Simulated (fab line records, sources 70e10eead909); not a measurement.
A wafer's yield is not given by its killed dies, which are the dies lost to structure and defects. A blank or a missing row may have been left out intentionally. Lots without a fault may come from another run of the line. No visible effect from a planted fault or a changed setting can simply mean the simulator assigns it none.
fab line records	flow nand_harc
record lots=11	wafers=31	last_day=24
route steps=1159 shown A_CONTACT@865 END@1159
lots that met no fault: from a run of the same line without faults
start_h: hours from the record's first day to the start of the lot's first wafer shown	wait_h: time in hours since the lot's previous step	" repeats the value in the row above	L1.1+2: a single row standing in for several wafers	- value missing, or start not given	* or withheld: withheld	< > ~ a bound
route shown NAME@n: names a module that has steps shown in the file, with the first one's number in the route	usual: mean/standard deviation of fault-free wafers	same: alike in all rows	chamber/n: place in a boat	sites: readings site by site	_std_site: standard deviation of those values	_edge_site: the outer-site mean with the inner-site mean subtracted	radius_mm: how far each site lies from the wafer's centre	mask NAME#n: copy n	behind: the last tool/chamber to shape the wafer	hold: why the lot went on hold/how many hours it stayed there/how the hold came to an end	device: names the non-switching transistor (n, p or np)	end of line: at the end of the route, the tests of the same wafers	a step with no rows: only its recipe	killed: dies that structure and defects cost at the first sort, which is not the same as the wafer's yield	map: a wafer's dies, x killed, . not, _ none there
set.NAME: the run value of the setting; set.NAME@STEP: its run value at that earlier step	model.NAME: the simulator's own value behind a step, which no gauge read
steps of the route over a sample of lots; a table a step, a row a wafer
services: when a tool's chamber went out of use (start_h, in hours from the record's first day, below 0 if earlier), for how many hours, and the reason
## steps
# step NHARC_A_CONTACT_ETCH_114
# recipe source_w=withheld	pressure_mtorr=20	bias_v=3000	time_s=94	target_depth_a=9220	ar_flow_sccm=withheld	c4f8_flow_sccm=withheld	o2_flow_sccm=withheld	chemistry=C4F8/O2/Ar
lot.wafer	tool	chamber	start_h	wait_h	rf_hours_counter_h
L316.2	har_cap_etch-03	0	378.64	0.1	87
L316.4	"	0	"	"	-
L316.6	"	0	"	"	-
L317.1	har_cap_etch-03	1	383.95	0.1	88
L317.2	"	0	"	"	88
L317.6	"	0	"	"	-
L319.1	har_cap_etch-03	1	398.15	0.1	90
L328.4	har_cap_etch-01	0	439.50	0.1	-
L328.3	"	1	"	"	-
L328.5	"	0	"	"	-
L330.1	har_cap_etch-03	0	466.97	0.1	102
L330.6	"	1	"	"	-
L330.5	"	0	"	"	-
L333.1	har_cap_etch-01	1	476.68	0.1	75
L333.4	"	1	"	"	-
L333.5	"	1	"	"	-
L335.2	har_cap_etch-03	0	484.06	0.1	105
L335.3	"	0	"	"	-
L335.6	"	0	"	"	-
L336.2	har_cap_etch-02	0	484.57	0.1	29
L336.4	"	0	"	"	-
L336.5	"	0	"	"	-
L337.1	har_cap_etch-02	0	491.88	0.1	31
L337.4	"	1	"	"	-
L337.5	"	0	"	"	-
L338.2	har_cap_etch-03	1	495.67	0.1	108
L338.4	"	1	"	"	-
L338.5	"	0	"	"	-
L339.2	har_cap_etch-03	0	500.70	0.1	109
L339.1	"	1	"	"	109
L339.3	"	0	"	"	-
# step NHARC_A_CONTACT_ETCH_90
# recipe target_depth_a=400	over_etch_frac=0.5	time_s=85.7	ion_energy_ev=120	ch3f_flow_sccm=50	o2_flow_sccm=30	ar_flow_sccm=200	rf_w=500	bias_w=100	chemistry=CH3F/O2
# usual drypump_motor_current_A=5.7/0.45	mfc_ar_sccm=199.9/0.61	oes_product_au=0.98/0.034	rf_vpp_V=244.1/1.3	showerhead_plenum_p_Torr=2.44/0.064	throttle_valve_pct=20.663/0.0096
lot.wafer	tool	chamber	start_h	wait_h	drypump_motor_current_A	mfc_ar_sccm	oes_product_au	rf_hours_counter_h	rf_vpp_V	showerhead_plenum_p_Torr	throttle_valve_pct
L316.4	rie_diel-13	2	380.09	0.5	6.1	200.9	1.01	17	244.6	2.52	20.665
L316.2	"	3	"	"	5.1	199.0	1.00	17	242.9	2.40	20.651
L316.6	"	1	"	"	6.1	199.4	1.02	-	245.1	2.43	20.679
L317.2	rie_diel-13	3	385.40	0.5	5.0	200.2	0.99	17	243.3	2.40	20.675
L317.1	"	0	"	"	5.6	200.0	1.00	15	244.9	2.47	20.652
L317.6	"	2	"	"	6.1	199.8	0.99	-	244.7	2.52	20.659
L319.1	rie_diel-11	3	399.74	0.6	5.0	200.6	0.99	8	244.7	2.42	20.664
L328.4	rie_diel-13	3	440.95	0.5	5.0	200.9	0.92	-	243.3	2.40	20.667
L328.3	"	0	"	"	5.6	198.9	0.93	-	244.1	2.46	20.663
L328.5	"	0	"	"	5.6	198.9	0.93	-	245.0	2.46	20.667
L330.1	rie_diel-11	3	468.40	0.5	5.0	199.5	1.00	35	243.5	2.41	20.676
L330.5	"	1	"	"	5.4	200.4	1.00	-	243.0	2.31	20.662
L330.6	"	2	"	"	6.0	199.8	1.00	-	244.7	2.51	20.667
L333.1	rie_diel-13	3	478.10	0.5	5.1	199.1	1.00	4	242.9	2.40	20.673
L333.4	"	2	"	"	6.1	200.0	1.01	4	246.4	2.52	20.661
L333.5	"	3	"	"	5.1	199.9	1.00	-	242.2	2.40	20.673
L336.4	rie_diel-11	2	485.98	0.4	6.0	200.0	0.99	41	244.8	2.50	20.671
L336.2	"	0	"	"	6.0	199.0	1.01	41	243.3	2.42	20.660
L336.5	"	1	"	"	5.3	199.6	1.00	-	241.5	2.31	20.689
L335.3	rie_diel-09	2	486.35	0.6	5.4	198.5	0.93	15	244.8	2.46	20.657
L335.2	"	0	"	"	5.5	200.0	0.92	12	246.6	2.55	20.670
L335.6	"	3	"	"	5.7	200.3	0.93	-	243.1	2.35	20.670
L337.4	rie_diel-13	2	493.33	0.4	6.1	199.4	1.01	6	244.9	2.51	20.652
L337.1	"	3	"	"	5.0	201.5	1.00	6	242.4	2.40	20.660
L337.5	"	1	"	"	6.1	199.1	1.00	-	244.3	2.43	20.663
L338.4	rie_diel-13	1	497.58	0.6	6.1	199.9	1.00	6	244.5	2.43	20.662
L338.2	"	3	"	"	5.1	199.2	0.99	6	245.6	2.40	20.651
L338.5	"	1	"	"	6.1	200.7	1.00	-	243.2	2.43	20.659
L339.2	rie_diel-13	0	502.50	0.6	5.6	199.9	1.00	7	244.0	2.46	20.673
L339.1	"	1	"	"	6.1	200.5	0.98	7	244.1	2.43	20.658
L339.3	"	3	"	"	5.1	200.0	1.00	8	244.3	2.40	20.673
# step NHARC_A_CONTACT_DESCUM_74
# recipe time_s=3	o2_flow_sccm=200	ar_flow_sccm=0	bias_power_w=0	chemistry=O2
# usual drypump_motor_current_A=5.7/0.46	mfc_ar_sccm=0.006/0.0086	oes_product_au=0.998/0.0074	rf_vpp_V=57.8/0.77	showerhead_plenum_p_Torr=1.90/0.052	throttle_valve_pct=11.311/0.009
lot.wafer	tool	chamber	start_h	wait_h	hold	drypump_motor_current_A	mfc_ar_sccm	oes_product_au	rf_hours_counter_h	rf_vpp_V	showerhead_plenum_p_Torr	throttle_valve_pct
L316.4	rie_diel-09	3	384.04	0.1	-	5.7	0.033	1.006	43	56.3	1.84	11.332
L316.2	"	0	"	"	-	5.5	0.002	1.001	45	57.6	2.00	11.313
L316.6	"	1	"	"	-	6.7	0.005	0.990	-	58.6	1.99	11.325
L317.1	rie_diel-11	1	398.04	6.6	await_dispo/6.5h/release	5.3	0	1.006	5	57.4	1.80	11.313
L317.2	"	3	"	"	await_dispo/6.5h/release	5.0	0.011	0.994	6	58.3	1.88	11.303
L317.6	"	0	"	"	await_dispo/6.5h/release	6.0	0.001	1.007	-	57.7	1.90	11.319
L319.1	rie_diel-13	1	404.41	0.8	await_dispo/0.7h/release	6.1	0.007	1.009	21	58.5	1.89	11.322
L328.4	rie_diel-11	3	445.42	0.1	-	5.0	0.011	0.990	26	57.6	1.87	11.312
L328.3	"	0	"	"	-	6.0	0.001	0.987	25	58.5	1.89	11.314
L328.5	"	2	"	"	-	6.0	0	0.990	-	58.8	1.95	11.306
L330.1	rie_diel-11	3	472.74	0.1	-	5.0	0.011	0.994	36	57.5	1.87	11.316
L330.5	"	3	"	"	-	5.0	0.011	0.994	-	57.3	1.87	11.310
L330.6	"	0	"	"	-	6.0	0.001	1.007	-	57.8	1.89	11.326
L333.4	rie_diel-11	3	487.08	0.1	-	5.0	0.011	1.005	40	56.9	1.87	11.301
L333.1	"	1	"	"	-	5.3	0	0.995	41	57.2	1.79	11.309
L333.5	"	3	"	"	-	5.0	0.011	0.997	-	58.3	1.87	11.319
L336.2	rie_diel-11	1	489.86	0.1	-	5.3	0	1.001	42	59.4	1.79	11.318
L336.4	"	2	"	"	-	6.0	0	0.986	41	58.6	1.95	11.306
L336.5	"	1	"	"	-	5.3	0	1.003	-	58.2	1.79	11.309
L335.3	rie_diel-11	0	491.70	0.1	-	6.0	0.001	1.007	42	58.5	1.88	11.326
L335.2	"	1	"	"	-	5.3	0	1.009	43	56.6	1.79	11.313
L335.6	"	1	"	"	-	5.3	0	0.997	-	57.7	1.79	11.326
L337.4	rie_diel-13	2	497.19	0.1	-	6.1	0	0.998	6	58.6	1.96	11.308
L337.1	"	1	"	"	-	6.1	0.007	0.993	6	58.4	1.89	11.306
L337.5	"	3	"	"	-	5.1	0.026	0.993	-	56.8	1.86	11.315
L338.4	rie_diel-09	2	501.63	0.1	-	5.4	0.020	0.987	18	58.0	1.91	11.310
L338.2	"	3	"	"	-	5.7	0.033	0.999	22	57.5	1.82	11.316
L338.5	"	1	"	"	-	6.7	0.005	0.997	-	57.8	1.98	11.320
L339.1	rie_diel-09	1	506.34	0.1	-	6.8	0.005	0.993	24	57.0	1.98	11.312
L339.3	"	3	"	"	-	5.7	0.033	1.002	23	57.0	1.82	11.308
L339.2	"	0	"	"	-	5.5	0.002	0.994	21	58.3	1.99	11.317
# step NHARC_A_CONTACT_ETCH_78
# recipe target_depth_a=28000	over_etch_frac=0.3	time_s=728	ion_energy_ev=150	o2_flow_sccm=400	cos_flow_sccm=20	ar_flow_sccm=0	rf_w=500	bias_w=300	chemistry=O2/COS
# usual cos_flow_sccm=19.99/0.054	drypump_motor_current_A=5.7/0.44	mfc_ar_sccm=0.007/0.0093	oes_product_au=1.000/0.0086	rf_vpp_V=313.9/1.4	showerhead_plenum_p_Torr=3.09/0.079	throttle_valve_pct=28.330/0.009
lot.wafer	tool	chamber	start_h	wait_h	cos_flow_sccm	drypump_motor_current_A	mfc_ar_sccm	oes_product_au	rf_hours_counter_h	rf_vpp_V	showerhead_plenum_p_Torr	throttle_valve_pct
L316.4	rie_diel-09	1	-	-	20.03	6.7	0.005	0.981	44	316.3	3.25	28.323
L316.2	"	0	"	"	20.05	5.5	0.002	0.996	46	317.0	3.25	28.325
L316.6	"	1	"	"	20.03	6.8	0.005	0.981	-	316.3	3.25	28.342
L317.2	rie_diel-11	2	-	-	19.94	6.0	0	0.990	7	315.8	3.19	28.315
L317.1	"	0	"	"	20.08	6.0	0.001	1.006	5	313.3	3.10	28.334
L317.6	"	2	"	"	19.95	6.0	0	0.990	-	315.2	3.19	28.323
L319.1	rie_diel-13	0	-	-	19.88	5.6	0.002	1.009	20	313.1	3.13	28.326
L328.4	rie_diel-11	3	-	-	19.96	5.0	0.011	0.995	26	314.8	3.06	28.332
L328.3	"	1	"	"	19.90	5.3	0	1.007	26	311.9	2.94	28.336
L328.5	"	0	"	"	20.02	6.0	0.001	1.002	-	314.2	3.09	28.354
L330.1	rie_diel-11	2	-	-	20.12	6.0	0	0.987	37	313.7	3.18	28.324
L330.6	"	0	"	"	20.01	6.0	0.001	1.014	-	313.2	3.08	28.314
L330.5	"	1	"	"	19.96	5.3	0	1.014	-	312.2	2.94	28.327
L333.1	rie_diel-11	0	-	-	20.03	6.0	0.001	1.004	41	314.9	3.08	28.314
L333.4	"	3	"	"	19.94	5.0	0.011	1.007	41	313.2	3.05	28.323
L333.5	"	0	"	"	20.02	6.0	0.001	0.998	-	313.8	3.08	28.324
L336.4	rie_diel-11	1	-	-	19.98	5.3	0	0.987	42	311.5	2.94	28.317
L336.2	"	3	"	"	20.07	5.0	0.011	0.989	41	313.4	3.05	28.305
L336.5	"	1	"	"	19.96	5.3	0	0.988	-	310.1	2.94	28.338
L335.2	rie_diel-11	2	-	-	20.03	6.0	0	0.992	42	315.2	3.18	28.334
L335.3	"	3	"	"	20.01	5.0	0.011	1.005	42	313.6	3.05	28.330
L335.6	"	3	"	"	20.05	5.0	0.011	1.010	-	313.5	3.05	28.331
L337.1	rie_diel-13	1	-	-	19.94	6.1	0.007	0.994	6	314.9	3.08	28.329
L337.4	"	3	"	"	19.95	5.1	0.026	0.988	7	314.7	3.05	28.317
L337.5	"	0	"	"	20.08	5.6	0.002	0.998	-	315.2	3.12	28.327
L338.2	rie_diel-09	3	-	-	20.05	5.7	0.033	1.007	22	312.6	2.98	28.333
L338.4	"	1	"	"	20.06	6.7	0.005	0.996	23	313.9	3.23	28.327
L338.5	"	2	"	"	19.95	5.4	0.020	1.006	-	312.9	3.12	28.330
L339.1	rie_diel-09	3	-	-	20.03	5.8	0.033	1.004	24	311.0	2.98	28.321
L339.2	"	0	"	"	19.92	5.5	0.002	1.000	21	315.8	3.24	28.321
L339.3	"	1	"	"	19.93	6.7	0.005	0.982	25	316.0	3.23	28.330
# step NHARC_A_CONTACT_ETCH_128
# recipe source_w=withheld	pressure_mtorr=20	bias_v=1200	time_s=155	target_depth_a=9560	ar_flow_sccm=withheld	c4f8_flow_sccm=withheld	o2_flow_sccm=withheld	chemistry=C4F8/O2/Ar
lot.wafer	tool	chamber	start_h	wait_h	rf_hours_counter_h
L316.2	har_cap_etch-02	1	385.90	0.1	10
L316.4	"	0	"	"	-
L316.6	"	0	"	"	-
L317.2	har_cap_etch-02	0	399.79	0.1	11
L317.1	"	1	"	"	11
L317.6	"	1	"	"	-
L319.1	har_cap_etch-01	1	406.67	0.1	62
L328.4	har_cap_etch-01	1	447.26	0.1	-
L328.3	"	0	"	"	-
L328.5	"	1	"	"	-
L330.1	har_cap_etch-03	0	474.85	0.2	104
L330.6	"	0	"	"	-
L330.5	"	1	"	"	-
L333.1	har_cap_etch-01	1	489.04	0.2	78
L333.4	"	0	"	"	-
L333.5	"	1	"	"	-
L336.2	har_cap_etch-03	1	491.82	0.2	106
L336.4	"	1	"	"	-
L336.5	"	1	"	"	-
L335.2	har_cap_etch-01	0	493.79	0.2	79
L335.3	"	1	"	"	-
L335.6	"	1	"	"	-
L337.1	har_cap_etch-01	0	499.19	0.2	80
L337.4	"	0	"	"	-
L337.5	"	0	"	"	-
L338.2	har_cap_etch-01	1	503.67	0.2	82
L338.4	"	0	"	"	-
L338.5	"	0	"	"	-
L339.1	har_cap_etch-03	1	508.58	0.2	110
L339.2	"	0	"	"	110
L339.3	"	1	"	"	-
# step NHARC_END_SORT_01
# recipe temp_c=25
# usual killed_at_array=27/8.8	killed_at_other=0.4/0.82	killed_at_periphery=3.1/2.1	killed_dies=31/8.8	killed_open=3.3/2	killed_short=2.0/1.4
# same gross_dies=677
lot.wafer	tool	chamber	start_h	wait_h	killed_at_array	killed_at_other	killed_at_periphery	killed_dies	killed_open	killed_short
L317.1	prober-01	0	477.81	2.5	107	0	4	111	1	3
L317.2	prober-01	0	478.60	2.8	15	1	4	20	2	1
L317.6	prober-01	0	481.80	4.0	18	0	2	20	2	4
L319.1	prober-01	0	491.85	2.5	134	0	1	135	1	1
# killed by level:class
L317.1 A_CONTACT:unspecified=93 P_GATE:chamber_film_flake=3 A_STAIRCASE:chamber_film_flake=3 A_WL_FILL:chamber_film_flake=3 P_STI:geometric_particle:short=1 A_ONON_D1:geometric_particle:short=1 A_CHANNEL_FILL_D1:geometric_particle:open=1 A_WL_FILL:geometric_particle:short=1
L317.2 A_WL_FILL:chamber_film_flake=5 A_STAIRCASE:chamber_film_flake=4 A_SLIT:chamber_film_flake=2 A_CONTACT:chamber_film_flake=2 P_M0:geometric_particle:open=1 P_M2:geometric_particle:short=1 A_CHANNEL_HOLE_D1:geometric_particle:open=1 P_ZERO_WELL:chamber_film_flake=1
L317.6 A_WL_FILL:chamber_film_flake=3 A_WL_FILL:geometric_particle:short=2 P_GATE:chamber_film_flake=2 A_CHANNEL_HOLE_D1:chamber_film_flake=2 A_STAIRCASE:chamber_film_flake=2 A_SLIT:chamber_film_flake=2 A_SGD_CUT:geometric_particle:short=1 A_SGD_CUT:geometric_particle:open=1
L319.1 A_CONTACT:unspecified=102 A_CHANNEL_HOLE_D1:chamber_film_flake=10 A_SLIT:chamber_film_flake=7 A_M1:chamber_film_flake=5 A_ZERO_WELL:chamber_film_flake=2 A_WL_FILL:chamber_film_flake=2 A_BLC:chamber_film_flake=2 A_CONTACT:geometric_particle:open=1
## services
tool	chamber	start_h	hours	kind
rie_diel-11	-	367.85	9.0	pm
rie_diel-11	0	367.85	9.0	vent_cycle
rie_diel-11	1	367.85	9.0	vent_cycle
rie_diel-11	2	367.85	9.0	vent_cycle
rie_diel-11	3	367.85	9.0	vent_cycle
rie_diel-13	-	369.96	1.1	repair
rie_diel-11	0	376.85	-	clean
rie_diel-11	1	376.85	-	clean
rie_diel-11	2	376.85	-	clean
rie_diel-11	3	376.85	-	clean
rie_diel-11	0	401.35	-	clean
rie_diel-11	1	401.35	-	clean
rie_diel-11	2	401.35	-	clean
rie_diel-11	3	401.35	-	clean
rie_diel-09	-	407.74	0.8	repair
har_cap_etch-03	-	413.83	5.9	repair
rie_diel-09	-	414.50	0.5	repair
rie_diel-13	3	421.97	15.2	repair
rie_diel-13	2	430.23	30.7	repair
rie_diel-09	-	432.03	9.0	pm
rie_diel-13	1	435.15	6.1	repair
rie_diel-09	0	449.41	8.0	repair
rie_diel-13	-	453.00	9.0	pm
rie_diel-13	0	487.25	4.7	repair
## key
first_sign step=NHARC_END_SORT_01	reading=killed_at_array	direction=up	sigmas=11	usual=27	struck=120
effect step=NHARC_END_SORT_01	reading=killed_dies	direction=up	sigmas=10	usual=31	struck=123
more_kills_born_at NHARC_A_CONTACT_ETCH_114@har_cap_etch-03=192
met_at NHARC_A_CONTACT_ETCH_114
struck_lots L317,L319
struck_wafers L317.1,L319.1
tester_left_out L317,L319
not_acting_at NHARC_A_CONTACT_ETCH_90,NHARC_A_CONTACT_ETCH_78,NHARC_A_CONTACT_ETCH_128
fault kind=chamber_particle_source	tool=har_cap_etch-03	chamber=1	onset_h=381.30	steps=NHARC_A_CONTACT_ETCH_114	rate_per_visit_cm2=1.3557	end_h=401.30
# tester_left_out: of these lots the tester's yield and bins aren't shown, on N5 and GAA mostly nor the transistor test; their killed dies are dies lost to structure and defects alone, not to doping, threshold or leakage, so they don't give the yield
